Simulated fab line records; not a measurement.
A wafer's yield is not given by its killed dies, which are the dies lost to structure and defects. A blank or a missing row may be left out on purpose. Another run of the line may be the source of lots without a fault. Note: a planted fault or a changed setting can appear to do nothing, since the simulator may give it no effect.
Split-lot experiment :: flow n5_finfet :: route with 1938 steps; 7 lots, 21 wafers read

SPLIT DETAILS
At N5_BEOL_M15_COAT_58 (time 60 s, resist thk 89 nm), the setting spin_rpm was moved away from the recipe's 1500 rpm on 10 of the 21 wafers read, by -9.2% to +8.3%. All remaining wafers had this setting at the recipe value.

FROM THE SPLIT TO THE READING: what the file shows between them, 3 steps
- N5_BEOL_M15_COAT_04: resist thk 800 nm
- N5_BEOL_M15_EBR_06
- N5_BEOL_M15_DESCUM_15: chemistry O2, time 7.9 s

THE READING
etch.depth_nm (the simulator's own value, which no gauge read), in nm, at N5_BEOL_M15_ETCH_59 (etches BARC in N2/H2, target depth 89 nm, overetch 26.7 nm, time 67.9 s). The file does not state a usual value for it. The 11 wafers here that ran the recipe average 89.22 nm, standard deviation 0.4 nm.

wafer: L079.1
tool, chamber at the split: litho_track-02, 0
spin_rpm as run, rpm: 1603
against the recipe: +6.9%
etch.depth_nm, nm: 86.85
against lot-mates on the recipe: -2.64

wafer: L079.3
tool, chamber at the split: litho_track-02, 0
spin_rpm as run, rpm: 1603
against the recipe: +6.9%
etch.depth_nm, nm: 86.48
against lot-mates on the recipe: -3.01

wafer: L079.5
tool, chamber at the split: litho_track-02, 0
spin_rpm as run, rpm: 1500
against the recipe: recipe
etch.depth_nm, nm: 89.49
against lot-mates on the recipe: -

wafer: L082.1
tool, chamber at the split: litho_track-01, 0
spin_rpm as run, rpm: 1624
against the recipe: +8.3%
etch.depth_nm, nm: 85.1
against lot-mates on the recipe: -3.33

wafer: L082.2
tool, chamber at the split: litho_track-01, 0
spin_rpm as run, rpm: 1500
against the recipe: recipe
etch.depth_nm, nm: 88.43
against lot-mates on the recipe: -

wafer: L082.4
tool, chamber at the split: litho_track-01, 0
spin_rpm as run, rpm: 1624
against the recipe: +8.3%
etch.depth_nm, nm: 85.2
against lot-mates on the recipe: -3.23

wafer: L083.1
tool, chamber at the split: litho_track-02, 0
spin_rpm as run, rpm: 1500
against the recipe: recipe
etch.depth_nm, nm: 89.11
against lot-mates on the recipe: -

wafer: L083.3
tool, chamber at the split: litho_track-02, 0
spin_rpm as run, rpm: 1500
against the recipe: recipe
etch.depth_nm, nm: 89.28
against lot-mates on the recipe: -

wafer: L083.6
tool, chamber at the split: litho_track-02, 0
spin_rpm as run, rpm: 1500
against the recipe: recipe
etch.depth_nm, nm: 89.2
against lot-mates on the recipe: -

wafer: L089.3
tool, chamber at the split: litho_track-02, 0
spin_rpm as run, rpm: 1500
against the recipe: recipe
etch.depth_nm, nm: 89.71
against lot-mates on the recipe: -

wafer: L089.5
tool, chamber at the split: litho_track-02, 0
spin_rpm as run, rpm: 1500
against the recipe: recipe
etch.depth_nm, nm: 89.59
against lot-mates on the recipe: -

wafer: L089.6
tool, chamber at the split: litho_track-02, 0
spin_rpm as run, rpm: 1500
against the recipe: recipe
etch.depth_nm, nm: 89.57
against lot-mates on the recipe: -

wafer: L090.2
tool, chamber at the split: litho_track-01, 0
spin_rpm as run, rpm: 1454
against the recipe: -3.1%
etch.depth_nm, nm: 90.61
against lot-mates on the recipe: +1.06

wafer: L090.3
tool, chamber at the split: litho_track-01, 0
spin_rpm as run, rpm: 1454
against the recipe: -3.1%
etch.depth_nm, nm: 90.72
against lot-mates on the recipe: +1.17

wafer: L090.4
tool, chamber at the split: litho_track-01, 0
spin_rpm as run, rpm: 1500
against the recipe: recipe
etch.depth_nm, nm: 89.55
against lot-mates on the recipe: -

wafer: L094.2
tool, chamber at the split: litho_track-01, 0
spin_rpm as run, rpm: 1362
against the recipe: -9.2%
etch.depth_nm, nm: 93.18
against lot-mates on the recipe: +4.43

wafer: L094.3
tool, chamber at the split: litho_track-01, 0
spin_rpm as run, rpm: 1500
against the recipe: recipe
etch.depth_nm, nm: 88.84
against lot-mates on the recipe: -

wafer: L094.5
tool, chamber at the split: litho_track-01, 0
spin_rpm as run, rpm: 1500
against the recipe: recipe
etch.depth_nm, nm: 88.66
against lot-mates on the recipe: -

wafer: L095.1
tool, chamber at the split: litho_track-02, 0
spin_rpm as run, rpm: 1441
against the recipe: -3.9%
etch.depth_nm, nm: 91.5
against lot-mates on the recipe: no lot-mate on the recipe

wafer: L095.3
tool, chamber at the split: litho_track-02, 0
spin_rpm as run, rpm: 1441
against the recipe: -3.9%
etch.depth_nm, nm: 91.46
against lot-mates on the recipe: no lot-mate on the recipe

wafer: L095.4
tool, chamber at the split: litho_track-02, 0
spin_rpm as run, rpm: 1441
against the recipe: -3.9%
etch.depth_nm, nm: 90.96
against lot-mates on the recipe: no lot-mate on the recipe

FIT RESULTS
A straight line over all 21 wafers: etch.depth_nm changes by -0.453 nm for each +1% of spin_rpm; r = -0.98; the points scatter about the line by 0.41 nm.
The same after taking each lot's own level away (the mean of its wafers on the recipe; 18 wafers): -0.422 nm for each +1%; r = -1.00; scatter 0.19 nm.
That fit puts the effect of the largest move of spin_rpm on the reading at 3.9 nm.
The span of the lots' own levels, 88.430 to 89.623 nm, comes to 3.0 times the standard deviation stated above.
So the lot-to-lot level changes the slope little: the two slopes agree.
Check: +3.64 nm against its lot-mates is what the line predicts for one of the wafers moved furthest among these (-9.2%) when that wafer is left out of the fit. It came out at +4.43 nm against them.

THE OTHER SPLITS THESE WAFERS WENT THROUGH
Other splits were also applied to these wafers ahead of the reading. Each is held against what the fit with the lots' levels taken away leaves over:
other split on the same wafers: N5_BEOL_M11_DEGAS_44 temp_c
wafers away from the commonest value: 7
r with etch.depth_nm (lot level and that fit taken away): +0.14

other split on the same wafers: N5_BEOL_M12_TRENCH_ETCH_34 time_s
wafers away from the commonest value: 7
r with etch.depth_nm (lot level and that fit taken away): -0.29

other split on the same wafers: N5_BEOL_M12_SPUTTER_45 time_s
wafers away from the commonest value: 5
r with etch.depth_nm (lot level and that fit taken away): -0.02

other split on the same wafers: N5_BEOL_M13_ETCH_68 time_s
wafers away from the commonest value: 5
r with etch.depth_nm (lot level and that fit taken away): -0.14

other split on the same wafers: N5_BEOL_M15_ILD_DEP_00 time_s
wafers away from the commonest value: 8
r with etch.depth_nm (lot level and that fit taken away): -0.30

THE WHOLE CHAIN: every reading that the file lists as answering this split, in the file's order
step: N5_BEOL_M15_COAT_58
what it does: time 60 s, resist thk 89 nm
reading: BARC_of_BEOL_M15_COAT_58.thk_nm (the simulator's own value, which no gauge read)
change (the file's fit): -0.436 nm for each +1% of the setting
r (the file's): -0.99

step: N5_BEOL_M15_ETCH_59
what it does: etches BARC in N2/H2, target depth 89 nm, overetch 26.7 nm, time 67.9 s
reading: etch.depth_nm (the simulator's own value, which no gauge read)
change (the file's fit): -0.433 nm for each +1% of the setting
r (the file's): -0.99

THE FILE'S OWN FIT
etch.depth_nm changes by -0.433 nm for each +1% of spin_rpm, r = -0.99.
